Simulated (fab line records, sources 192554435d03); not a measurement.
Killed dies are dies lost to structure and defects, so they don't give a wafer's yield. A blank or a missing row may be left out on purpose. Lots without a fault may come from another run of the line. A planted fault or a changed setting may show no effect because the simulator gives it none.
fab line records | flow n5_finfet
record lots=6 wafers=17 last_day=19
route steps=1938 shown BEOL_M9@1415 PASSIVATION@1936
lots that met no fault: from a run of the same line without faults
start_h: hours from the record's first day to the start of the lot's first wafer shown | wait_h: hours since the lot's step before | " the same as in the row above | L1.1+2: a row that stands for several wafers | - no value, or no start given | * or withheld: withheld | < > ~ a bound
route shown NAME@n: a module of which the file shows steps, and the number in the route of the first | usual: mean/standard deviation of fault-free wafers | same: alike in all rows | chamber/n: place in a boat | sites: the reading at each site | _std_site: their standard deviation | _edge_site: outer sites' mean less inner sites' | radius_mm: how far each site lies from the wafer's centre | mask NAME#n: copy n | behind: the tool/chamber that last shaped the wafer | hold: why the lot was held/for how many hours/how that ended | device: the transistor (n, p or np) that didn't switch | end of line: the same wafers' tests at the end of the route | a step without rows: its recipe alone | killed: dies lost to structure and defects at the first sort, not the wafer's yield | map: a wafer's dies, x killed, . not, _ none there
set.NAME: the setting as run; set.NAME@STEP: as run at that earlier step | model.NAME: the simulator's own value behind a step, which no gauge read
lots at some steps of the route; a table a step, a row a wafer
services: from which hour (start_h, from the record's first day; less than 0 if before it) a tool's chamber was out of use, for how many hours, and why
## steps
# step N5_BEOL_M9_OVL_MEAS_12
# recipe points_per_wafer=44
# usual M9_OVL=0.5/0.8
# columns lot.wafer tool chamber start_h wait_h M9_OVL[nm]
L527.2 overlay-01 0 205.49 0.0 0.9
L527.5 " 0 " " -0.5
L532.1 overlay-01 0 233.34 0.0 0.3
L532.4 " 0 " " 0.8
L532.5 " 0 " " 0.9
L542.2 overlay-01 0 297.44 0.0 0.1
L542.3 " 0 " " -0.1
L542.4 " 0 " " -1.1
L546.1 overlay-02 0 356.70 0.0 0.4
L546.2 " 0 " " 0.3
L546.4 " 0 " " 0.5
L547.2 overlay-02 0 360.19 0.0 0.4
L547.3 " 0 " " 1.7
L547.6 " 0 " " 0.1
L548.1 overlay-01 0 397.34 0.0 -0.1
L548.4 " 0 " " 0.1
L548.5 " 0 " " -0.4
# step N5_BEOL_M9_INSPECT_13
# recipe mode=adi inspect_instrument=brightfield
# usual raw_defect_count=408/84
# columns lot.wafer tool chamber start_h wait_h raw_defect_count
L527.2 defect_inspect-01 - 205.51 0.0 469
L527.5 " - " " 439
L532.1 defect_inspect-01 - 233.37 0.0 437
L532.4 " - " " 418
L532.5 " - " " 447
L542.2 defect_inspect-01 - 297.46 0.0 256
L542.3 " - " " 353
L542.4 " - " " 278
L546.1 defect_inspect-02 - 356.72 0.0 445
L546.2 " - " " 493
L546.4 " - " " 511
L547.2 defect_inspect-01 - 360.21 0.0 392
L547.3 " - " " 313
L547.6 " - " " 528
L548.1 defect_inspect-01 - 397.37 0.0 360
L548.4 " - " " 368
L548.5 " - " " 480
# step N5_BEOL_M9_DESCUM_16
# recipe chemistry=O2 time_s=7.9 source_power_w=50 bias_power_w=20 pressure_mtorr=20 rf_frequency_hz=2.712e+07 temp_c=40 resist=CAR-ArF o2_flow_sccm=225
# usual drypump_motor_current_A=5.6/0.49 oes_product_au=0.77/0.073 rf_vpp_V=243.3/1.1 showerhead_plenum_p_Torr=2.10/0.052 throttle_valve_pct=20.50/0.23
# columns lot.wafer tool chamber start_h wait_h drypump_motor_current_A oes_product_au rf_hours_counter_h rf_vpp_V showerhead_plenum_p_Torr throttle_valve_pct
L527.2 rie_diel-06 2 205.54 0.0 5.8 0.74 168 244.4 2.10 20.82
L527.5 " 0 " " 4.9 0.68 - 241.5 2.06 20.13
L532.1 rie_diel-02 3 233.40 0.0 4.9 0.74 184 245.1 2.18 20.32
L532.4 " 1 " " 5.7 0.76 157 243.1 2.09 20.36
L532.5 " 1 " " 5.7 0.77 - 243.7 2.09 20.36
L542.2 rie_diel-04 2 297.50 0.0 5.0 0.81 108 244.2 2.02 20.57
L542.3 " 1 " " 6.1 0.72 202 245.7 2.18 20.48
L542.4 " 3 " " 5.3 0.80 87 244.6 2.14 20.56
L546.1 rie_diel-04 1 356.75 0.0 6.1 0.71 218 245.2 2.17 20.51
L546.2 " 0 " " 5.1 0.75 142 244.0 2.08 20.42
L546.4 " 2 " " 5.0 0.80 125 243.0 2.02 20.61
L547.2 rie_diel-04 1 360.25 0.0 6.1 0.70 219 245.2 2.17 20.51
L547.3 " 2 " " 5.0 0.80 125 241.8 2.02 20.61
L547.6 " 2 " " 5.0 0.80 - 241.7 2.02 20.60
L548.1 rie_diel-06 1 397.52 0.2 5.5 0.70 232 243.7 2.16 20.75
L548.4 " 3 " " 6.3 0.84 64 242.1 2.03 20.30
L548.5 " 2 " " 5.8 0.71 - 242.6 2.08 20.93
# step N5_BEOL_M9_ETCH_61
# recipe chemistry=CF4 target=SiARC target_depth_a=390 mask_material=CAR-ArF time_s=65 ion_energy_ev=80 pressure_mtorr=40 source_w=545 bias_w=36 Ar_flow_sccm=100 cf4_flow_sccm=100 ends=cleared
# usual drypump_motor_current_A=5.6/0.49 etch_rf_on_time_s=64.9/1.3 oes_product_au=0.66/0.06 rf_vpp_V=184.2/0.95 showerhead_plenum_p_Torr=2.15/0.048 throttle_valve_pct=15.66/0.21
# columns lot.wafer tool chamber start_h wait_h drypump_motor_current_A etch_rf_on_time_s oes_product_au rf_hours_counter_h rf_vpp_V showerhead_plenum_p_Torr throttle_valve_pct
L527.2 rie_diel-06 2 205.58 0.0 5.8 65.5 0.64 168 183.4 2.13 15.85
L527.5 " 0 " " 4.9 65.2 0.59 - 183.8 2.12 15.50
L532.1 rie_diel-02 3 233.43 0.0 5.0 66.3 0.63 184 184.7 2.21 15.48
L532.4 " 1 " " 5.7 64.6 0.67 157 183.7 2.14 15.61
L532.5 " 1 " " 5.7 65.1 0.66 - 184.2 2.14 15.60
L542.2 rie_diel-04 2 297.53 0.0 4.9 64.9 0.70 108 184.8 2.08 15.82
L542.3 " 1 " " 6.1 64.1 0.63 202 184.3 2.22 15.63
L542.4 " 3 " " 5.3 64.5 0.68 87 185.2 2.16 15.53
L546.1 rie_diel-04 1 356.79 0.0 6.1 65.1 0.62 218 183.1 2.21 15.67
L546.2 " 0 " " 5.1 64.3 0.65 142 183.8 2.14 15.67
L546.4 " 2 " " 5.0 65.2 0.68 125 183.8 2.08 15.83
L547.2 rie_diel-04 1 360.28 0.0 6.1 64.6 0.62 219 183.8 2.21 15.68
L547.3 " 2 " " 5.0 64.7 0.68 125 182.6 2.08 15.85
L547.6 " 2 " " 5.0 64.7 0.69 - 182.9 2.08 15.84
L548.1 rie_diel-06 1 397.56 0.0 5.5 64.0 0.60 232 186.4 2.21 15.98
L548.4 " 3 " " 6.3 62.9 0.71 64 182.6 2.08 15.43
L548.5 " 2 " " 5.7 66.8 0.60 - 183.8 2.11 15.98
# step N5_BEOL_M9_ETCH_62
# recipe chemistry=N2/H2 target=SOC target_depth_a=1100 overetch_a=220 mask_material=SiARC temp_c=40 time_s=165 ion_energy_ev=200 pressure_mtorr=30 source_w=840 bias_w=150 n2_flow_sccm=200 h2_flow_sccm=200
# usual drypump_motor_current_A=5.6/0.49 oes_product_au=0.66/0.055 rf_vpp_V=524.2/1.8 showerhead_plenum_p_Torr=2.55/0.057 throttle_valve_pct=17.91/0.2
# columns lot.wafer tool chamber start_h wait_h drypump_motor_current_A oes_product_au rf_hours_counter_h rf_vpp_V showerhead_plenum_p_Torr throttle_valve_pct
L527.2 rie_diel-06 2 205.63 0.0 5.8 0.64 168 524.6 2.53 18.16
L527.5 " 0 " " 4.9 0.58 - 522.2 2.52 17.67
L532.1 rie_diel-02 3 233.48 0.0 5.0 0.63 184 525.8 2.66 17.82
L532.4 " 1 " " 5.7 0.66 157 524.6 2.55 17.92
L532.5 " 1 " " 5.7 0.65 - 523.6 2.55 17.90
L542.2 rie_diel-04 2 297.58 0.0 5.0 0.69 109 522.8 2.44 17.92
L542.3 " 1 " " 6.2 0.61 202 527.5 2.63 17.88
L542.4 " 3 " " 5.3 0.67 87 524.5 2.57 17.78
L546.1 rie_diel-04 1 356.84 0.0 6.1 0.61 218 527.7 2.62 17.91
L546.2 " 0 " " 5.1 0.63 142 525.3 2.54 17.80
L546.4 " 2 " " 5.0 0.68 125 520.7 2.43 17.94
L547.2 rie_diel-04 1 360.33 0.0 6.1 0.61 219 526.8 2.62 17.91
L547.3 " 2 " " 5.0 0.68 126 521.4 2.43 17.97
L547.6 " 2 " " 5.0 0.67 - 520.9 2.43 17.96
L548.1 rie_diel-06 1 397.61 0.0 5.5 0.60 232 526.8 2.61 18.11
L548.4 " 3 " " 6.3 0.70 64 520.7 2.49 17.88
L548.5 " 2 " " 5.8 0.60 - 521.7 2.51 18.25
# step N5_BEOL_M9_STRIP_68
# recipe chemistry=N2/H2 temp_c=40 n2_flow_sccm=200 h2_flow_sccm=200 rf_frequency_hz=6e+07
# step N5_BEOL_M9_STRIP_67
# recipe chemistry=CF4 resist=SiARC power_w=300 bias_power_w=75 pressure_mtorr=50 cf4_flow_sccm=150 rf_frequency_hz=6e+07
# step N5_BEOL_M9_HM_OPEN_17
# recipe chemistry=Cl2/BCl3 target_depth_a=200 overetch_a=60 target=TiN mask_material=SOC ion_energy_ev=150 pressure_mtorr=10 icp_w=1000 bias_w=126 Cl2_flow_sccm=53.25 bcl3_flow_sccm=21.75 Ar_flow_sccm=25
# usual drypump_motor_current_A=6.00/0.24 oes_product_au=0.69/0.078 throttle_valve_pct=22.05/0.15
# columns lot.wafer tool chamber start_h wait_h drypump_motor_current_A oes_product_au rf_hours_counter_h throttle_valve_pct
L527.2 rie_metal-02 1 205.82 0.0 6.26 0.57 95 21.90
L527.5 " 1 " " 6.31 0.57 - 21.90
L532.1 rie_metal-01 1 233.67 0.0 6.39 0.60 63 21.88
L532.4 " 0 " " 5.96 0.80 - 22.06
L532.5 " 1 " " 6.38 0.60 - 21.88
L542.2 rie_metal-03 0 297.77 0.0 5.80 0.69 34 22.30
L542.3 " 0 " " 5.82 0.69 - 22.29
L542.4 " 1 " " 5.97 0.74 - 21.94
L546.1 rie_metal-01 1 357.03 0.0 6.42 0.59 73 21.89
L546.2 " 0 " " 5.95 0.76 16 22.05
L546.4 " 0 " " 5.96 0.74 - 22.07
L547.2 rie_metal-01 0 360.52 0.0 5.95 0.73 17 22.07
L547.3 " 1 " " 6.38 0.58 - 21.91
L547.6 " 1 " " 6.43 0.58 - 21.90
L548.1 rie_metal-03 1 397.80 0.0 6.00 0.71 18 21.98
L548.4 " 0 " " 5.84 0.66 - 22.29
L548.5 " 0 " " 5.85 0.67 - 22.32
# step N5_BEOL_M9_STRIP_19
# recipe chemistry=O2 power_w=400 temp_c=40 pressure_mtorr=30 rf_frequency_hz=6e+07 bias_power_w=0 overash_fraction=0.2 o2_flow_sccm=225
# usual drypump_motor_current_A=5.5/0.5 oes_product_au=0.79/0.072 rf_vpp_V=3.6/0.58 showerhead_plenum_p_Torr=2.10/0.054 throttle_valve_pct=16.70/0.26
# columns lot.wafer tool chamber start_h wait_h drypump_motor_current_A oes_product_au rf_hours_counter_h rf_vpp_V showerhead_plenum_p_Torr throttle_valve_pct
L527.2 rie_diel-02 2 205.93 0.1 6.3 0.94 14 3.8 2.15 16.57
L527.5 " 2 " " 6.3 0.93 - 2.8 2.15 16.57
L532.1 rie_diel-02 3 233.78 0.1 5.0 0.73 184 3.1 2.18 16.57
L532.4 " 2 " " 6.4 0.93 23 4.2 2.15 16.58
L532.5 " 2 " " 6.3 0.93 - 2.6 2.15 16.60
L542.2 rie_diel-06 3 297.88 0.1 6.2 0.89 40 2.7 2.04 16.46
L542.3 " 0 " " 4.9 0.92 11 3.4 2.05 16.06
L542.4 " 2 " " 5.8 0.72 - 3.2 2.10 17.10
L546.1 rie_diel-04 0 357.14 0.1 5.1 0.75 142 4.5 2.09 16.66
L546.2 " 1 " " 6.1 0.71 218 3.2 2.18 16.78
L546.4 " 3 " " 5.4 0.79 102 2.7 2.14 16.79
L547.2 rie_diel-04 1 360.63 0.1 6.1 0.70 219 3.6 2.18 16.80
L547.3 " 3 " " 5.3 0.78 103 3.6 2.14 16.79
L547.6 " 2 " " 5.0 0.79 - 3.5 2.02 16.85
L548.1 rie_diel-06 2 398.03 0.2 5.8 0.70 222 3.8 2.09 17.12
L548.4 " 3 " " 6.2 0.84 64 3.4 2.03 16.50
L548.5 " 0 " " 4.9 0.86 - 3.0 2.05 16.12
# step N5_BEOL_M9_CD_MEAS_18
# recipe pitch_nm=140 target_cd_nm=70
# usual cd_nm=69.6/0.79
# columns lot.wafer tool chamber start_h wait_h cd_nm
L527.2 cd_sem-01 - 206.00 0.1 69.5
L527.5 " - " " 69.3
L532.1 cd_sem-03 - 233.85 0.0 70.7
L532.4 " - " " 70.8
L532.5 " - " " 70.3
L542.2 cd_sem-03 - 297.95 0.1 69.0
L542.3 " - " " 67.9
L542.4 " - " " 69.8
L546.1 cd_sem-03 - 357.21 0.0 69.1
L546.2 " - " " 70.8
L546.4 " - " " 69.3
L547.2 cd_sem-01 - 360.70 0.1 70.3
L547.3 " - " " 70.1
L547.6 " - " " 70.8
L548.1 cd_sem-02 - 398.10 0.0 69.4
L548.4 " - " " 68.9
L548.5 " - " " 68.6
# step N5_BEOL_M9_COAT_63
# recipe resist=SOC temp_c=250 time_s=60 spin_rpm=1500 resist_thk_nm=60
# step N5_BEOL_M9_COAT_64
# recipe resist=SiARC temp_c=220 time_s=60 spin_rpm=1500 resist_thk_nm=12
# step N5_BEOL_M9_COAT_75
# recipe resist=underlayer temp_c=205 time_s=60 spin_rpm=1500 resist_thk_nm=5
# usual heater_power_total_W=391.5/1.3 run_length_s=66.26/0.16
# columns lot.wafer tool chamber start_h wait_h heater_power_total_W run_length_s
L527.2 litho_track-04 0 208.28 - 392.0 66.07
L527.5 " 0 " " 390.3 66.33
L532.1 litho_track-04 0 233.93 - 393.6 66.07
L532.4 " 0 " " 393.1 66.23
L532.5 " 0 " " 391.2 66.07
L542.2 litho_track-04 0 298.00 - 392.9 66.11
L542.3 " 0 " " 389.5 66.03
L542.4 " 0 " " 390.2 66.10
L546.1 litho_track-04 0 359.00 - 464.1 51.30
L546.2 " 0 " " 462.6 51.29
L546.4 " 0 " " 462.0 51.60
L547.2 litho_track-04 0 362.43 - 466.4 51.28
L547.3 " 0 " " 464.4 51.36
L547.6 " 0 " " 463.7 51.26
L548.1 litho_track-02 0 399.61 - 390.8 66.38
L548.4 " 0 " " 393.4 66.20
L548.5 " 0 " " 390.4 66.65
# step N5_BEOL_M9_COAT_22
# recipe resist=CAR-EUV spin_rpm=1500 resist_thk_nm=30
# step N5_PASSIVATION_PROBE_49
# usual defect_limited_yield=91.3/1.7 killed_at_M0_to_M3=33/9.9 killed_at_M4_up=14/6.4 killed_at_contacts=12/7 killed_at_front_end=41/13 killed_at_other=3.1/2.9 killed_dies=103/20 killed_open=67/14 killed_short=34/9.4 sort_bin_5_function=5.1/1.1 sort_bin_6_memory=3.2/0.79 sort_n_pass=1077/21 sort_yield_pct=91.2/1.7
# same gross_dies=1180 killed_at_back_side=0 sort_bin_4_leakage[%]=0 sort_bin_8_speed[%]=0
# columns lot.wafer tool chamber start_h wait_h defect_limited_yield[%] killed_at_M0_to_M3 killed_at_M4_up killed_at_contacts killed_at_front_end killed_at_other killed_dies killed_open killed_short sort_bin_5_function[%] sort_bin_6_memory[%] sort_n_pass sort_yield_pct[%]
L527.2 prober-02 - 265.61 0.1 90.2 46 12 22 31 5 116 82 31 5.8 3.6 1064 90.2
L527.5 prober-02 - 265.76 0.2 92.8 35 11 21 15 3 85 55 28 4.9 2.2 1095 92.8
L532.1 prober-02 - 290.51 0.5 91.8 33 13 22 28 1 97 73 24 5.6 2.5 1083 91.8
L532.4 prober-02 - 290.66 0.7 90.8 33 14 12 42 7 108 73 35 5.5 3.6 1072 90.8
L532.5 prober-02 - 290.71 0.7 93.3 22 11 11 22 13 79 56 23 4.0 2.4 1101 93.3
L542.2 prober-01 - 362.36 0.1 92.4 26 9 6 37 12 90 53 34 4.9 2.4 1090 92.4
L542.3 prober-01 - 362.41 0.1 94.2 22 18 11 14 3 68 51 16 4.0 1.7 1112 94.2
L542.4 prober-01 - 362.46 0.2 92.7 20 10 9 39 8 86 61 24 4.2 2.8 1094 92.7
L546.1 prober-02 - 421.08 0.0 91.4 22 16 9 49 6 102 75 27 5.4 2.8 1078 91.4
L546.2 prober-02 - 421.13 0.1 93.6 26 14 5 30 0 75 50 22 4.2 2.0 1105 93.6
L546.4 prober-02 - 421.23 0.2 92.0 42 11 10 28 3 94 67 26 4.1 3.5 1086 92.0
L547.2 prober-01 - 431.64 0.1 93.6 20 5 9 33 8 75 46 29 3.8 2.3 1105 93.6
L547.3 prober-01 - 431.69 0.1 93.0 24 11 17 29 2 83 57 26 3.7 3.0 1097 93.0
L547.6 prober-01 - 431.84 0.3 92.4 19 12 27 26 6 90 57 33 4.5 2.7 1090 92.4
L548.1 prober-01 - 467.40 0.0 91.4 26 22 3 50 0 101 69 32 4.7 3.5 1079 91.4
L548.4 prober-01 - 467.55 0.2 89.2 44 17 14 50 2 127 84 43 6.8 3.6 1053 89.2
L548.5 prober-01 - 467.60 0.2 91.2 23 19 7 54 1 104 75 28 5.8 2.8 1076 91.2
# killed by level:class
L527.2 MOL_CONTACT_COAG:geometric_particle:open=17 BEOL_M3:geometric_particle:open=14 BEOL_M0_SAQP:geometric_particle:short=8 BEOL_M1:geometric_particle:open=6 STI_FIN_REVEAL:geometric_particle:open=5 GATE_CUT:geometric_particle:open=5 MOL_CONTACT_COAG:geometric_particle:short=5 BEOL_M0_SAQP:geometric_particle:open=5
L527.5 MOL_CONTACT_COAG:geometric_particle:open=15 BEOL_M3:geometric_particle:open=14 MOL_CONTACT_COAG:geometric_particle:short=6 BEOL_M0_SAQP:geometric_particle:short=6 BEOL_M0_SAQP:geometric_particle:open=5 BEOL_M1:geometric_particle:open=4 BEOL_M8:geometric_particle:open=3 STARTING-WAFER:geometric_particle:short=3
L532.1 MOL_CONTACT_COAG:geometric_particle:open=18 STI_FIN_REVEAL:geometric_particle:open=11 BEOL_M4:geometric_particle:open=9 BEOL_M3:geometric_particle:open=7 BEOL_M1:geometric_particle:open=7 BEOL_M0_SAQP:geometric_particle:open=6 BEOL_M0_SAQP:geometric_particle:short=4 MOL_CONTACT_COAG:geometric_particle:short=4
L532.4 FIN_SAQP:geometric_particle:short=14 STI_FIN_REVEAL:geometric_particle:open=10 MOL_CONTACT_COAG:geometric_particle:open=9 BEOL_M1:geometric_particle:open=8 BEOL_M2:geometric_particle:open=8 FIN_SAQP:geometric_particle:open=7 BEOL_M0_SAQP:geometric_particle:open=5 BEOL_M4:geometric_particle:open=5
L532.5 MOL_CONTACT_COAG:geometric_particle:open=11 BEOL_M4:geometric_particle:open=8 BEOL_M3:geometric_particle:open=7 BEOL_M1:geometric_particle:open=5 STI_FIN_REVEAL:geometric_particle:open=4 BEOL_M0_SAQP:geometric_particle:open=4 PASS1_CAP:geometric_particle:short=4 STARTING-WAFER:geometric_particle:open=4
L542.2 GATE_CUT:geometric_particle:short=8 FIN_SAQP:geometric_particle:open=7 BEOL_M3:geometric_particle:open=7 STI_FIN_REVEAL:geometric_particle:open=7 BEOL_M0_SAQP:geometric_particle:open=6 MOL_CONTACT_COAG:geometric_particle:open=5 STARTING-WAFER:geometric_particle:open=4 BEOL_M2:geometric_particle:open=4
L542.3 MOL_CONTACT_COAG:geometric_particle:open=9 BEOL_M1:geometric_particle:open=7 BEOL_M5:geometric_particle:open=6 FIN_SAQP:geometric_particle:open=5 BEOL_M4:geometric_particle:open=5 BEOL_M0_SAQP:geometric_particle:short=4 DUMMY_GATE:geometric_particle:open=3 BEOL_M0_SAQP:geometric_particle:open=3
L542.4 FIN_SAQP:geometric_particle:open=12 MOL_CONTACT_COAG:geometric_particle:open=8 STI_FIN_REVEAL:geometric_particle:open=7 BEOL_M1:geometric_particle:open=6 GATE_CUT:geometric_particle:open=5 BEOL_M0_SAQP:geometric_particle:open=4 PASS1_CAP:geometric_particle:short=4 FIN_SAQP:geometric_particle:short=3
L546.1 FIN_SAQP:geometric_particle:open=17 STI_FIN_REVEAL:geometric_particle:open=7 DUMMY_GATE:geometric_particle:open=6 MOL_CONTACT_COAG:geometric_particle:open=6 GATE_CUT:geometric_particle:short=5 BEOL_M2:geometric_particle:open=5 BEOL_M0_SAQP:geometric_particle:short=4 BEOL_M0_SAQP:geometric_particle:open=4
L546.2 GATE_CUT:geometric_particle:short=8 BEOL_M3:geometric_particle:open=8 MOL_CONTACT_COAG:geometric_particle:open=5 BEOL_M4:geometric_particle:open=5 BEOL_M0:geometric_particle:open=4 FIN_SAQP:geometric_particle:short=3 DUMMY_GATE:geometric_particle:open=3 BEOL_M0_SAQP:geometric_particle:open=3
L546.4 BEOL_M2:geometric_particle:open=11 BEOL_M1:geometric_particle:open=9 MOL_CONTACT_COAG:geometric_particle:open=7 BEOL_M3:geometric_particle:open=7 FIN_SAQP:geometric_particle:open=5 BEOL_M4:geometric_particle:open=5 FIN_SAQP:geometric_particle:short=4 STI_FIN_REVEAL:geometric_particle:open=4
L547.2 STI_FIN_REVEAL:geometric_particle:open=9 MOL_CONTACT_COAG:geometric_particle:open=9 FIN_SAQP:geometric_particle:short=6 BEOL_M0_SAQP:geometric_particle:short=5 BEOL_M0_SAQP:geometric_particle:open=5 BEOL_M2:geometric_particle:open=5 PAD_METAL:geometric_particle:short=5 FIN_SAQP:geometric_particle:open=3
L547.3 MOL_CONTACT_COAG:geometric_particle:open=17 STI_FIN_REVEAL:geometric_particle:open=8 STI_FIN_REVEAL:geometric_particle:short=5 BEOL_M3:geometric_particle:open=5 BEOL_M0_SAQP:geometric_particle:open=4 BEOL_M4:geometric_particle:open=4 DUMMY_GATE:geometric_particle:open=3 BEOL_M0_SAQP:geometric_particle:short=3
L547.6 MOL_CONTACT_COAG:geometric_particle:open=20 STI_FIN_REVEAL:geometric_particle:open=12 MOL_CONTACT_COAG:geometric_particle:short=7 BEOL_M3:geometric_particle:open=5 BEOL_M4:geometric_particle:open=5 BEOL_M1:geometric_particle:short=4 STI_FIN_REVEAL:geometric_particle:short=3 BEOL_M0_SAQP:geometric_particle:short=3
L548.1 BEOL_M4:geometric_particle:open=16 STI_FIN_REVEAL:geometric_particle:open=15 BEOL_M3:geometric_particle:open=10 FIN_SAQP:geometric_particle:short=6 BEOL_M1:geometric_particle:open=6 DUMMY_GATE:geometric_particle:open=5 BEOL_M0_SAQP:geometric_particle:short=5 STI_FIN_REVEAL:geometric_particle:short=4
L548.4 STI_FIN_REVEAL:geometric_particle:open=18 MOL_CONTACT_COAG:geometric_particle:open=10 BEOL_M1:geometric_particle:open=10 BEOL_M3:geometric_particle:open=10 FIN_SAQP:geometric_particle:open=8 BEOL_M1:geometric_particle:short=8 BEOL_M4:geometric_particle:open=8 BEOL_M0_SAQP:geometric_particle:short=6
L548.5 STI_FIN_REVEAL:geometric_particle:open=12 FIN_SAQP:geometric_particle:open=10 BEOL_M3:geometric_particle:open=10 FIN_SAQP:geometric_particle:short=9 BEOL_M4:geometric_particle:open=9 DUMMY_GATE:geometric_particle:open=6 MOL_CONTACT_COAG:geometric_particle:open=6 BEOL_M1:geometric_particle:open=4
## services
# columns tool chamber start_h hours kind
rie_diel-04 0 185.19 4.0 repair
rie_metal-02 - 221.84 2.8 pm
rie_metal-03 - 230.33 0.4 repair
rie_diel-06 3 235.37 2.3 repair
rie_diel-06 0 244.91 - clean
rie_diel-06 0 244.91 - consumable_replace:focus_ring
rie_diel-06 0 244.91 17.9 scheduled_down
rie_diel-06 0 244.91 17.9 vent_cycle
rie_diel-06 1 295.74 3.9 repair
rie_diel-06 1 303.97 8.4 repair
rie_metal-02 - 314.27 1.4 pm
rie_diel-06 0 337.93 3.2 repair
rie_diel-04 3 342.35 3.4 repair
rie_diel-02 0 344.87 - clean
rie_diel-02 0 344.87 - consumable_replace:focus_ring
rie_diel-02 0 344.87 15.9 scheduled_down
rie_diel-02 0 344.87 15.9 vent_cycle
rie_diel-02 3 347.28 2.8 repair
rie_metal-02 1 356.98 - clean
rie_metal-02 1 356.98 15.5 scheduled_down
rie_metal-02 1 356.98 15.5 vent_cycle
rie_diel-04 0 359.94 1.7 repair
rie_metal-02 0 386.39 3.0 repair
rie_diel-04 3 395.94 23.0 repair
## key
first_sign step=N5_BEOL_M9_COAT_75 reading=run_length_s direction=down sigmas=91 usual=* struck=*
effect step=N5_BEOL_M9_COAT_75 reading=heater_power_total_W direction=up sigmas=54 usual=* struck=*
met_at N5_BEOL_M9_COAT_75
struck_wafers L546.1,L546.2,L546.4,L547.2,L547.3,L547.6
onset_between 298.00 359.00
fault kind=process_parameter_drift tool=litho_track-04 chamber=- onset_h=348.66 steps=N5_BEOL_M9_COAT_75 channel=time_s offset=* shape=step end_h=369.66 acts_in=* stated=*
